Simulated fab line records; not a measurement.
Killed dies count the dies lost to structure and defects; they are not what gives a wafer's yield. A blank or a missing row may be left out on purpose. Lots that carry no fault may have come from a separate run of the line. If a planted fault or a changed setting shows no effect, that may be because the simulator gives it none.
Lot-split experiment :: flow n5-finfet :: 21 wafers read across 7 lots, on a route 1938 steps long

== ABOUT THE SPLIT ==
At N5_BEOL_M5_ETCH_41 (etches SiCN in CH3F/O2, target depth 31.5 nm, time 56.7 s), the setting source-w was moved away from the recipe's 395 W on 3 of the 21 wafers read, by -7.3% to +17.7%. This setting was run at the recipe's value on the other wafers.

The reading is taken at the split's own step.

== THE READING ==
rf-vpp-V, in V, at N5_BEOL_M5_ETCH_41 (etches SiCN in CH3F/O2, target depth 31.5 nm, time 56.7 s). Typical for fault-free wafers on this fab line: 297.5 V, with standard deviation 1.3 V.

wafer: L076.1
tool, chamber at the split: rie-diel-06, 3
source-w as run, W: 366.2
against the recipe: -7.3%
rf-vpp-V, V: 307.1
against lot-mates on the recipe: +7.8

wafer: L076.2
tool, chamber at the split: rie-diel-06, 2
source-w as run, W: 395
against the recipe: recipe
rf-vpp-V, V: 297.7
against lot-mates on the recipe: -

wafer: L076.5
tool, chamber at the split: rie-diel-06, 3
source-w as run, W: 395
against the recipe: recipe
rf-vpp-V, V: 301.0
against lot-mates on the recipe: -

wafer: L077.3
tool, chamber at the split: rie-diel-01, 3
source-w as run, W: 395
against the recipe: recipe
rf-vpp-V, V: 296.5
against lot-mates on the recipe: -

wafer: L077.4
tool, chamber at the split: rie-diel-01, 0
source-w as run, W: 464.9
against the recipe: +17.7%
rf-vpp-V, V: 281.7
against lot-mates on the recipe: -15.8

wafer: L077.6
tool, chamber at the split: rie-diel-01, 1
source-w as run, W: 395
against the recipe: recipe
rf-vpp-V, V: 298.4
against lot-mates on the recipe: -

wafer: L082.2
tool, chamber at the split: rie-diel-03, 3
source-w as run, W: 395
against the recipe: recipe
rf-vpp-V, V: 298.5
against lot-mates on the recipe: -

wafer: L082.4
tool, chamber at the split: rie-diel-03, 0
source-w as run, W: 395
against the recipe: recipe
rf-vpp-V, V: 298.8
against lot-mates on the recipe: -

wafer: L082.5
tool, chamber at the split: rie-diel-03, 3
source-w as run, W: 395
against the recipe: recipe
rf-vpp-V, V: 297.2
against lot-mates on the recipe: -

wafer: L084.1
tool, chamber at the split: rie-diel-03, 3
source-w as run, W: 395
against the recipe: recipe
rf-vpp-V, V: 298.2
against lot-mates on the recipe: -

wafer: L084.3
tool, chamber at the split: rie-diel-03, 1
source-w as run, W: 395
against the recipe: recipe
rf-vpp-V, V: 299.9
against lot-mates on the recipe: -

wafer: L084.4
tool, chamber at the split: rie-diel-03, 1
source-w as run, W: 395
against the recipe: recipe
rf-vpp-V, V: 298.7
against lot-mates on the recipe: -

wafer: L085.1
tool, chamber at the split: rie-diel-03, 1
source-w as run, W: 395
against the recipe: recipe
rf-vpp-V, V: 297.0
against lot-mates on the recipe: -

wafer: L085.4
tool, chamber at the split: rie-diel-03, 0
source-w as run, W: 395
against the recipe: recipe
rf-vpp-V, V: 298.3
against lot-mates on the recipe: -

wafer: L085.5
tool, chamber at the split: rie-diel-03, 3
source-w as run, W: 395
against the recipe: recipe
rf-vpp-V, V: 297.8
against lot-mates on the recipe: -

wafer: L097.1
tool, chamber at the split: rie-diel-03, 0
source-w as run, W: 395
against the recipe: recipe
rf-vpp-V, V: 298.5
against lot-mates on the recipe: -

wafer: L097.3
tool, chamber at the split: rie-diel-03, 2
source-w as run, W: 395
against the recipe: recipe
rf-vpp-V, V: 295.8
against lot-mates on the recipe: -

wafer: L097.4
tool, chamber at the split: rie-diel-03, 0
source-w as run, W: 395
against the recipe: recipe
rf-vpp-V, V: 299.1
against lot-mates on the recipe: -

wafer: L096.2
tool, chamber at the split: rie-diel-01, 3
source-w as run, W: 395
against the recipe: recipe
rf-vpp-V, V: 294.1
against lot-mates on the recipe: -

wafer: L096.5
tool, chamber at the split: rie-diel-01, 1
source-w as run, W: 395
against the recipe: recipe
rf-vpp-V, V: 296.7
against lot-mates on the recipe: -

wafer: L096.6
tool, chamber at the split: rie-diel-01, 2
source-w as run, W: 459.4
against the recipe: +16.3%
rf-vpp-V, V: 282.0
against lot-mates on the recipe: -13.4

THE FIT
A straight line over all 21 wafers: rf-vpp-V changes by -0.976 V for each +1% of source-w; r = -0.96; the points scatter about the line by 1.6 V.
The same after taking each lot's own level away (the mean of its wafers on the recipe; 21 wafers): -0.88 V for each +1%; r = -0.98; scatter 1.1 V.
Per that fit: largest source-w move, reading shift of 16 V.
The span of the lots' own levels, 295.40 to 299.35 V, comes to 3.0 times the standard deviation stated above.
So the slope is not independent of the lot-to-lot level: the two fits are not the same.
Check: -15.2 V against its lot-mates is what the line predicts for one of the wafers moved furthest among these (+17.7%) when that wafer is left out of the fit. Against them it came out at -15.8 V.
Tool readings at the split's step, against how far the setting was moved: rf-vpp-V r = -0.96.

== FURTHER SPLITS ON THESE WAFERS ==
These wafers also went through other splits before the reading. Each is held against what the fit with the lots' levels taken away leaves over:
other split on the same wafers: N5_BEOL_M3_COAT_05 spin-rpm
wafers away from the commonest value: 7
r with rf-vpp-V (lot level and that fit taken away): -0.17

other split on the same wafers: N5_BEOL_M5_ETCH_72 bias-w
wafers away from the commonest value: 6
r with rf-vpp-V (lot level and that fit taken away): -0.20

other split on the same wafers: N5_BEOL_M5_COAT_66 spin-rpm
wafers away from the commonest value: 9
r with rf-vpp-V (lot level and that fit taken away): -0.12

other split on the same wafers: N5_BEOL_M5_TRENCH_ETCH_37 time-s
wafers away from the commonest value: 5
r with rf-vpp-V (lot level and that fit taken away): +0.11

== THE WHOLE CHAIN: every reading that the file lists as answering this split, in the file's order ==
step: N5_BEOL_M5_ETCH_41
what it does: etches SiCN in CH3F/O2, target depth 31.5 nm, time 56.7 s
reading: rf-vpp-V
change (the file's fit): -0.874 V for each +1% of the setting
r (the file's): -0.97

step: N5_BEOL_M5_ETCH_41
what it does: etches SiCN in CH3F/O2, target depth 31.5 nm, time 56.7 s
reading: etch.depth-nm (the simulator's own value, which no gauge read)
change (the file's fit): +0.129 nm for each +1% of the setting
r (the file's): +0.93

== THE FILE'S OWN FIT ==
rf-vpp-V changes by -0.874 V for each +1% of source-w, r = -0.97.
